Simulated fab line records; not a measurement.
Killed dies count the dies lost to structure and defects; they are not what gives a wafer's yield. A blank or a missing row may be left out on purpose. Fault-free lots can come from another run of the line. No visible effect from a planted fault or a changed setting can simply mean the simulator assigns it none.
A lot that was struck, set against a sound lot | flow n5Finfet | 15 steps out of a route of 1938
Sound: the wafers L539.1, L539.2, L539.5. Struck: wafer L536.5 (left out: L536.2, a lot-mate that was not struck); the cause follows at the end.
Each step with rows lists, per side, the tool, then ch with its chambers, then its first start. Under that, the readings that differ: sound wafers | struck wafers | difference of the means | sigmas: that difference in standard deviations of wafers without a fault.
alike: a reading whose means differ by less than 2 such deviations, as well as words and numbers matching on both sides. not compared: withheld readings; readings where some wafer has no value; bounds like >300 that might hide an equal value; numbers whose values overlap and for which the record gives no deviation.
The two part at a step that has a row with sigmas, a row that says differs or no value, or rows on one side only. Numbers that don't overlap but have no deviation are shown without sigmas and don't part them. Lack of a reading on every wafer of one side parts them only where that side has two or more wafers.

first, 2 steps without rows for these wafers: N5_STI_FIN_REVEAL_STRIP_35 (strips Si3N4 in H3PO4, target depth 4 nm, time 39 s); N5_STI_FIN_REVEAL_SRD_21 (time 30 s).
N5_STI_FIN_REVEAL_OXIDATION_33: chemistry O2 PLASMA REMOTE, time 20 s.
  sound on plasmaAsher-01 ch 0,1, day 8 04:58; struck on plasmaAsher-02 ch 0, day 7 08:12
reading                  | sound          | struck | difference | sigmas
drypumpMotorCurrentA (A) | 5.81 5.74 5.83 | 5.22   | -0.57      | -3
  alike: chamberPressureMTorr, heaterPowerW, tempC
  not compared: rfHoursCounterH
then, 2 steps without rows for these wafers: N5_STI_FIN_REVEAL_CLEAN_19 (cleans in O3/DIW, time 120 s); N5_STI_FIN_REVEAL_SRD_23 (time 30 s).
N5_STI_FIN_REVEAL_CD_MEAS_22: target cd 6.238 nm, pitch 28 nm.
  sound on cdSem-02, day 8 05:08; struck on cdSem-02, day 7 08:22
  alike: cdNm
N5_STI_FIN_REVEAL_FIN_H_MEAS_10:
  sound on ocd-01, day 8 05:10; struck on ocd-01, day 7 08:24
  alike: trenchDepthNm
then, 2 steps without rows for these wafers: N5_STI_FIN_REVEAL_PRECLEAN_18 (cleans in SC2, time 45 s); N5_STI_FIN_REVEAL_SRD_28 (time 30 s).
N5_STI_FIN_REVEAL_INSPECT_13: inspects for defects (darkfield).
  sound on defectInspect-01, day 8 05:15; struck on defectInspect-02, day 7 08:29
  alike: rawDefectCount
then, 2 steps without rows for these wafers: N5_DUMMY_GATE_PRECLEAN_00 (cleans in O3/DIW, time 60 s); N5_DUMMY_GATE_SRD_01 (time 30 s).
N5_DUMMY_GATE_ALD_02: deposits SiO2, target thk 2 nm, pulse time 1 s.
  sound on aldSin-01 ch 2,3, day 8 06:49; struck on aldSin-03 ch 2, day 7 09:01
reading                                    | sound | struck | difference | sigmas
model.SiO2_of_DUMMY_GATE_ALD_02.thkNm (nm) | 2 2 2 | 3.4    | +1.4       | 
  alike: heaterPowerOuterW, heaterPowerW, precursorPulseHeightRel, susceptorTempC
then, 2 steps without rows for these wafers: N5_DUMMY_GATE_CVD_03 (deposits a-Si from SiH4, target thk 150 nm, time 8042 s); N5_PASSIVATION_PROBE_49.

## WHERE THEY PART
Within this record, at N5_STI_FIN_REVEAL_OXIDATION_33 only. Later steps at which nothing parts them and some readings are alike: N5_STI_FIN_REVEAL_CD_MEAS_22, N5_STI_FIN_REVEAL_FIN_H_MEAS_10, N5_STI_FIN_REVEAL_INSPECT_13, N5_DUMMY_GATE_ALD_02.

WHY: whatever the simulator had introduced
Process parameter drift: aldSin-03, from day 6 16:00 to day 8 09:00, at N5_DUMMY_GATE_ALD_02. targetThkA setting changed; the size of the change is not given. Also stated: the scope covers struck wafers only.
